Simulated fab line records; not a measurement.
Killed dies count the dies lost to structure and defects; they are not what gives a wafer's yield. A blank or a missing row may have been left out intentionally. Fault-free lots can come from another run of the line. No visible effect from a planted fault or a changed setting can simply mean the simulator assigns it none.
The tool behind it: which one? -- flow n5-finfet -- 9 lots with 27 wafers sampled at 8 steps, on a route of 1938 steps

## WHAT EACH GAUGE READ, for each wafer
N5_BEOL_M1_THK_MEAS_53: measures by xrf.
lot,measured,on,M1_THK (nm)
L260,day 6 09:38,film-metro-02,45.0 43.2 42.1
L261,day 6 15:29,film-metro-02,40.4 42.5 43.4
L262,day 6 18:16,film-metro-01,41.7 42.4 41.5
L263,day 7 04:36,film-metro-02,38.2 39.0 39.5
L265,day 7 17:59,film-metro-01,38.7 39.9 40.4
L271,day 9 14:37,film-metro-01,44.3 44.8 43.7
L278,day 10 23:55,film-metro-02,39.2 38.4 39.3
L282,day 12 06:25,film-metro-01,41.1 39.2 37.8
L283,day 12 10:08,film-metro-01,37.8 38.9 39.1

N5_BEOL_M1_INSPECT_59: inspects for defects (darkfield).
lot,measured,on,raw-defect-count
L260,day 6 09:59,defect-inspect-01,93 45 59
L261,day 6 15:47,defect-inspect-01,78 88 71
L262,day 6 18:34,defect-inspect-02,63 63 60
L263,day 7 04:53,defect-inspect-02,95 70 128
L265,day 7 18:16,defect-inspect-01,58 43 66
L271,day 9 14:55,defect-inspect-02,37 55 59
L278,day 11 00:13,defect-inspect-02,82 83 80
L282,day 12 06:43,defect-inspect-01,1120 63 68
L283,day 12 10:26,defect-inspect-01,81 67 974

N5_BEOL_M2_INSPECT_13: inspects for defects (brightfield).
lot,measured,on,raw-defect-count
L260,day 6 11:08,defect-inspect-02,605 472 517
L261,day 6 18:04,defect-inspect-02,398 446 386
L262,day 6 19:16,defect-inspect-01,331 398 356
L263,day 7 05:53,defect-inspect-01,478 447 560
L265,day 7 19:30,defect-inspect-01,337 435 444
L271,day 9 16:31,defect-inspect-01,321 348 338
L278,day 11 01:01,defect-inspect-01,470 353 440
L282,day 12 09:18,defect-inspect-01,1413 300 380
L283,day 12 13:06,defect-inspect-02,369 569 1460

N5_BEOL_M2_INSPECT_30: inspects for defects (brightfield).
lot,measured,on,raw-defect-count
L260,day 6 12:02,defect-inspect-02,588 468 517
L261,day 6 19:05,defect-inspect-02,410 438 381
L262,day 6 20:25,defect-inspect-02,336 407 327
L263,day 7 06:46,defect-inspect-02,463 433 526
L265,day 7 20:23,defect-inspect-02,313 394 423
L271,day 9 17:26,defect-inspect-01,323 361 325
L278,day 11 02:06,defect-inspect-01,464 381 478
L282,day 12 10:34,defect-inspect-01,1467 323 398
L283,day 12 14:40,defect-inspect-01,428 612 1489

N5_BEOL_M4_RC_MEAS_101.
lot,measured,on,DIBL_N (mV/V),DIBL_P (mV/V),IOFF_N (nA/um),IOFF_P (nA/um),ION_N (uA/um),ION_P (uA/um),SS_N (mV/dec),SS_P (mV/dec),VT_N (mV),VT_P (mV)
L260,day 7 22:33,prober-02,33.8 35.2 33.9,32.6 34.7 32.7,0.12 0.15 0.13,0.15 0.20 0.16,655 672 659,446 457 447,71.0 71.0 70.7,72.9 73.3 71.9,253 248 253,-257 -250 -255
L261,day 8 08:12,prober-01,37.0 34.9 37.0,37.2 34.1 35.9,0.18 0.14 0.17,0.21 0.16 0.19,689 662 683,466 451 453,71.7 70.4 71.9,73.5 72.6 73.4,244 251 248,-254 -255 -254
L262,day 8 12:54,prober-01,34.9 37.1 34.9,36.3 39.6 36.8,0.16 0.19 0.16,0.17 0.23 0.18,684 679 673,455 464 457,71.6 71.9 71.8,73.8 74.0 72.7,249 246 249,-252 -251 -255
L263,day 8 14:43,prober-02,40.8 37.6 37.2,41.5 38.2 36.6,0.23 0.17 0.15,0.26 0.20 0.18,683 688 675,462 465 454,72.8 71.1 71.1,74.2 73.7 73.3,245 248 251,-250 -253 -255
L265,day 9 10:14,prober-01,38.5 34.7 36.1,38.5 34.7 35.5,0.21 0.14 0.15,0.26 0.20 0.20,694 681 679,476 468 469,72.0 71.0 71.7,73.7 72.8 73.1,242 250 250,-245 -248 -249
L271,day 11 03:36,prober-02,35.7 35.7 38.2,35.2 35.7 37.1,0.16 0.16 0.19,0.19 0.20 0.22,669 676 681,458 461 461,71.8 71.6 71.7,72.9 73.1 73.4,249 248 249,-252 -251 -252
L278,day 12 13:29,prober-02,38.7 35.6 38.0,39.5 35.4 37.7,0.19 0.13 0.17,0.25 0.19 0.22,680 669 669,469 461 460,71.8 71.8 72.6,73.7 73.0 73.1,247 253 249,-249 -252 -249
L282,day 14 00:46,prober-02,36.9 38.9 35.3,37.0 39.9 35.8,0.17 0.21 0.16,0.25 0.29 0.22,673 687 683,465 476 472,71.8 72.7 71.2,73.1 73.8 72.8,247 247 250,-246 -243 -248
L283,day 14 23:12,prober-01,37.0 40.1 38.5,35.4 39.8 38.1,0.15 0.20 0.18,0.20 0.28 0.25,662 673 667,456 465 461,72.7 72.6 71.9,72.6 74.4 73.8,253 251 248,-251 -245 -247

## WHICH TOOL RAN EACH LOT (tool, then ch and the chambers of the sampled wafers, then the start)
lot,N5_BEOL_M1_ANNEAL_80,N5_BEOL_M1_ANNEAL_87,N5_BEOL_M1_CO_CAP_55
L260,"pvd-sputter-01, day 6 07:23","pvd-sputter-01, day 6 07:50","cvd-co-02 ch 0,2, day 6 09:46"
L261,"pvd-sputter-03, day 6 13:14","pvd-sputter-03, day 6 13:40","cvd-co-01 ch 0,1, day 6 15:34"
L262,"pvd-sputter-03, day 6 15:59","pvd-sputter-03, day 6 16:26","cvd-co-01 ch 0,1,2, day 6 18:20"
L263,"pvd-sputter-02, day 7 02:21","pvd-sputter-02, day 7 02:47","cvd-co-01 ch 1,2, day 7 04:40"
L265,"pvd-sputter-01, day 7 15:44","pvd-sputter-01, day 7 16:10","cvd-co-02 ch 0,2, day 7 18:03"
L271,"pvd-sputter-03, day 9 12:23","pvd-sputter-03, day 9 12:49","cvd-co-01 ch 1,2, day 9 14:42"
L278,"pvd-sputter-03, day 10 21:40","pvd-sputter-03, day 10 22:07","cvd-co-02 ch 0,2, day 11 00:00"
L282,"pvd-sputter-03, day 12 03:53","pvd-sputter-03, day 12 04:19","cvd-co-01 ch 0,1,2, day 12 06:29"
L283,"pvd-sputter-03, day 12 07:35","pvd-sputter-03, day 12 08:01","cvd-co-01 ch 0,2, day 12 10:14"
- N5_BEOL_M1_ANNEAL_80: time 240 s.
- N5_BEOL_M1_ANNEAL_87: time 240 s.
- N5_BEOL_M1_CO_CAP_55: material Co, precursor CCTBA/H2, target thk 2 nm, time 102.1 s.

## WHAT THE TOOLS THEMSELVES READ (means of the sampled wafers that have a number; where no wafer has one, the mark that the record gives instead)
N5_BEOL_M1_ANNEAL_80.
lot,tool,heater-power-w (W)
L260,pvd-sputter-01,823
L261,pvd-sputter-03,770
L262,pvd-sputter-03,766
L263,pvd-sputter-02,982
L265,pvd-sputter-01,779
L271,pvd-sputter-03,804
L278,pvd-sputter-03,779
L282,pvd-sputter-03,767
L283,pvd-sputter-03,797

N5_BEOL_M1_ANNEAL_87.
lot,tool,heater-power-w (W)
L260,pvd-sputter-01,797
L261,pvd-sputter-03,777
L262,pvd-sputter-03,776
L263,pvd-sputter-02,980
L265,pvd-sputter-01,787
L271,pvd-sputter-03,804
L278,pvd-sputter-03,776
L282,pvd-sputter-03,769
L283,pvd-sputter-03,789

N5_BEOL_M1_CO_CAP_55.
lot,tool,heater-power-w (W)
L260,cvd-co-02,271
L261,cvd-co-01,219
L262,cvd-co-01,226
L263,cvd-co-01,232
L265,cvd-co-02,268
L271,cvd-co-01,230
L278,cvd-co-02,266
L282,cvd-co-01,224
L283,cvd-co-01,214

## THE ANSWER, worked out from the rows above alone
Rule: the usual values come from the lots themselves. The widest of any qualifying gaps counts: lots, ordered by their means at a reading, are off when they make up no more than a third of the lots, leave a main group of 4 or more, and stand apart from it by 3 or more times the standard deviation of that group's means. A main group whose means are all the same, to the digits that the tables above print for the reading, isn't used. A lot without any number at a reading at which 4 lots or more have one is off too. All remaining lots with rows at the step are treated as sound. First the gauges in route order, then the tools' own readings, where a lot's mean is used as printed above. The first step at which some lot is off is used, and at that step the reading that is off furthest; a lot without a number counts as furthest.
Off, at N5_BEOL_M1_INSPECT_59 on raw-defect-count: L282, L283. Main group: mean 70, sd 15.
If a tool, at a process step before that reading, ran all the lots that are off and no sound lot after the first of them, it fits. The gauges at N5_BEOL_M1_INSPECT_59 are tried like those tools. Can't be told from this: 3 tools fit, pvd-sputter-03 at N5_BEOL_M1_ANNEAL_80 and N5_BEOL_M1_ANNEAL_87, cvd-co-01 at N5_BEOL_M1_CO_CAP_55, defect-inspect-01 at N5_BEOL_M1_INSPECT_59.

## WHAT THE SIMULATOR HAD PUT IN
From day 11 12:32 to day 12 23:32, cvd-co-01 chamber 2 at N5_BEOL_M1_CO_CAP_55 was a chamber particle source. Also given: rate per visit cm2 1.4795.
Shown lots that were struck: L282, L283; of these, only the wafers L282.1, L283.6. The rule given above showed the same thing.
